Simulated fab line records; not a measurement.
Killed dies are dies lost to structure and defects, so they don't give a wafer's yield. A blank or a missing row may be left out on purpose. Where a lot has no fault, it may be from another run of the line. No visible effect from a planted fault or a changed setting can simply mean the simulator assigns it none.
Split-lot study || flow n5_finfet || 21 wafers read from 7 lots, route of 1938 steps

## ON THE SPLIT
At N5_BEOL_M12_DEP_53 (deposits SiCN from 3MS/NH3, target thk 30 nm, time 10.5 s), the setting time_s was moved away from the recipe's 10.5 s on 7 of the 21 wafers read, by -13.4% to -5.2%. The other wafers ran this setting at the recipe's value.

The split's own step is where the reading is taken.

## THE READING
SiCN_of_BEOL_M12_DEP_53.thk_nm (the simulator's own value, which no gauge read), in nm, at N5_BEOL_M12_DEP_53 (deposits SiCN from 3MS/NH3, target thk 30 nm, time 10.5 s). There is no usual value for it anywhere in the file. Across the 14 wafers here that went through the recipe, the average is 29.6 nm and the standard deviation 0.47 nm.

{"wafer": "L077.2", "tool, chamber at the split": "pecvd-03, 1", "time_s as run, s": 10.5, "against the recipe": "recipe", "SiCN_of_BEOL_M12_DEP_53.thk_nm, nm": 29, "against lot-mates on the recipe": "-"}
{"wafer": "L077.3", "tool, chamber at the split": "pecvd-03, 0", "time_s as run, s": 9.954, "against the recipe": "-5.2%", "SiCN_of_BEOL_M12_DEP_53.thk_nm, nm": 28, "against lot-mates on the recipe": -1.4}
{"wafer": "L077.4", "tool, chamber at the split": "pecvd-03, 2", "time_s as run, s": 10.5, "against the recipe": "recipe", "SiCN_of_BEOL_M12_DEP_53.thk_nm, nm": 29.8, "against lot-mates on the recipe": "-"}
{"wafer": "L084.1", "tool, chamber at the split": "pecvd-04, 2", "time_s as run, s": 10.5, "against the recipe": "recipe", "SiCN_of_BEOL_M12_DEP_53.thk_nm, nm": 29.6, "against lot-mates on the recipe": "-"}
{"wafer": "L084.2", "tool, chamber at the split": "pecvd-04, 0", "time_s as run, s": 10.5, "against the recipe": "recipe", "SiCN_of_BEOL_M12_DEP_53.thk_nm, nm": 29.4, "against lot-mates on the recipe": "-"}
{"wafer": "L084.4", "tool, chamber at the split": "pecvd-04, 0", "time_s as run, s": 10.5, "against the recipe": "recipe", "SiCN_of_BEOL_M12_DEP_53.thk_nm, nm": 30.4, "against lot-mates on the recipe": "-"}
{"wafer": "L080.2", "tool, chamber at the split": "pecvd-04, 2", "time_s as run, s": 9.626, "against the recipe": "-8.3%", "SiCN_of_BEOL_M12_DEP_53.thk_nm, nm": 27.8, "against lot-mates on the recipe": -2.8}
{"wafer": "L080.4", "tool, chamber at the split": "pecvd-04, 0", "time_s as run, s": 9.626, "against the recipe": "-8.3%", "SiCN_of_BEOL_M12_DEP_53.thk_nm, nm": 28.2, "against lot-mates on the recipe": -2.4}
{"wafer": "L080.5", "tool, chamber at the split": "pecvd-04, 2", "time_s as run, s": 10.5, "against the recipe": "recipe", "SiCN_of_BEOL_M12_DEP_53.thk_nm, nm": 30.6, "against lot-mates on the recipe": "-"}
{"wafer": "L087.2", "tool, chamber at the split": "pecvd-01, 0", "time_s as run, s": 9.696, "against the recipe": "-7.7%", "SiCN_of_BEOL_M12_DEP_53.thk_nm, nm": 27.4, "against lot-mates on the recipe": "no lot-mate on the recipe"}
{"wafer": "L087.3", "tool, chamber at the split": "pecvd-01, 1", "time_s as run, s": 9.696, "against the recipe": "-7.7%", "SiCN_of_BEOL_M12_DEP_53.thk_nm, nm": 27.2, "against lot-mates on the recipe": "no lot-mate on the recipe"}
{"wafer": "L087.5", "tool, chamber at the split": "pecvd-01, 1", "time_s as run, s": 9.696, "against the recipe": "-7.7%", "SiCN_of_BEOL_M12_DEP_53.thk_nm, nm": 27.6, "against lot-mates on the recipe": "no lot-mate on the recipe"}
{"wafer": "L085.2", "tool, chamber at the split": "pecvd-04, 0", "time_s as run, s": 10.5, "against the recipe": "recipe", "SiCN_of_BEOL_M12_DEP_53.thk_nm, nm": 29.2, "against lot-mates on the recipe": "-"}
{"wafer": "L085.4", "tool, chamber at the split": "pecvd-04, 1", "time_s as run, s": 9.093, "against the recipe": "-13.4%", "SiCN_of_BEOL_M12_DEP_53.thk_nm, nm": 25.8, "against lot-mates on the recipe": -3.5}
{"wafer": "L085.5", "tool, chamber at the split": "pecvd-04, 1", "time_s as run, s": 10.5, "against the recipe": "recipe", "SiCN_of_BEOL_M12_DEP_53.thk_nm, nm": 29.4, "against lot-mates on the recipe": "-"}
{"wafer": "L091.1", "tool, chamber at the split": "pecvd-03, 1", "time_s as run, s": 10.5, "against the recipe": "recipe", "SiCN_of_BEOL_M12_DEP_53.thk_nm, nm": 29, "against lot-mates on the recipe": "-"}
{"wafer": "L091.4", "tool, chamber at the split": "pecvd-03, 1", "time_s as run, s": 10.5, "against the recipe": "recipe", "SiCN_of_BEOL_M12_DEP_53.thk_nm, nm": 29.2, "against lot-mates on the recipe": "-"}
{"wafer": "L091.6", "tool, chamber at the split": "pecvd-03, 0", "time_s as run, s": 10.5, "against the recipe": "recipe", "SiCN_of_BEOL_M12_DEP_53.thk_nm, nm": 30, "against lot-mates on the recipe": "-"}
{"wafer": "L090.2", "tool, chamber at the split": "pecvd-01, 1", "time_s as run, s": 10.5, "against the recipe": "recipe", "SiCN_of_BEOL_M12_DEP_53.thk_nm, nm": 29.8, "against lot-mates on the recipe": "-"}
{"wafer": "L090.3", "tool, chamber at the split": "pecvd-01, 2", "time_s as run, s": 10.5, "against the recipe": "recipe", "SiCN_of_BEOL_M12_DEP_53.thk_nm, nm": 29.6, "against lot-mates on the recipe": "-"}
{"wafer": "L090.5", "tool, chamber at the split": "pecvd-01, 1", "time_s as run, s": 10.5, "against the recipe": "recipe", "SiCN_of_BEOL_M12_DEP_53.thk_nm, nm": 30, "against lot-mates on the recipe": "-"}

FIT RESULTS
A straight line over all 21 wafers: SiCN_of_BEOL_M12_DEP_53.thk_nm changes by +0.267 nm for each +1% of time_s; r = +0.93; the points scatter about the line by 0.47 nm.
The same after taking each lot's own level away (the mean of its wafers on the recipe; 18 wafers): +0.281 nm for each +1%; r = +0.96; scatter 0.34 nm.
The reading moves by 3.8 nm for the largest change in time_s, on that fit.
The span of the lots' own levels, 29.30 to 30.60 nm, comes to 2.7 times the standard deviation stated above.
The two slopes are in agreement: the lot-to-lot level therefore moves the slope only a little.
Check: -4.1 nm against its lot-mates is what the line predicts for one of the wafers moved furthest among these (-13.4%) when that wafer is left out of the fit. Against them it came out at -3.5 nm.

## OTHER SPLITS ON THESE WAFERS
Other splits were also applied to these wafers ahead of the reading. Each is held against what the fit with the lots' levels taken away leaves over:
{"other split on the same wafers": "N5_BEOL_M8_COAT_60 spin_rpm", "wafers away from the commonest value": 7, "r with SiCN_of_BEOL_M12_DEP_53.thk_nm (lot level and that fit taken away)": -0.01}
{"other split on the same wafers": "N5_BEOL_M8_TRENCH_ETCH_37 bias_w", "wafers away from the commonest value": 9, "r with SiCN_of_BEOL_M12_DEP_53.thk_nm (lot level and that fit taken away)": -0.05}
{"other split on the same wafers": "N5_BEOL_M10_ILD_DEP_00 time_s", "wafers away from the commonest value": 11, "r with SiCN_of_BEOL_M12_DEP_53.thk_nm (lot level and that fit taken away)": -0.04}
{"other split on the same wafers": "N5_BEOL_M11_ILD_DEP_00 time_s", "wafers away from the commonest value": 8, "r with SiCN_of_BEOL_M12_DEP_53.thk_nm (lot level and that fit taken away)": -0.32}
{"other split on the same wafers": "N5_BEOL_M11_HM_DEP_02 target_thk_a", "wafers away from the commonest value": 8, "r with SiCN_of_BEOL_M12_DEP_53.thk_nm (lot level and that fit taken away)": -0.06}
{"other split on the same wafers": "N5_BEOL_M11_TRENCH_ETCH_37 source_w", "wafers away from the commonest value": 9, "r with SiCN_of_BEOL_M12_DEP_53.thk_nm (lot level and that fit taken away)": "+0.32"}

## FILE'S OWN FIT
SiCN_of_BEOL_M12_DEP_53.thk_nm changes by +0.275 nm for each +1% of time_s, r = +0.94.
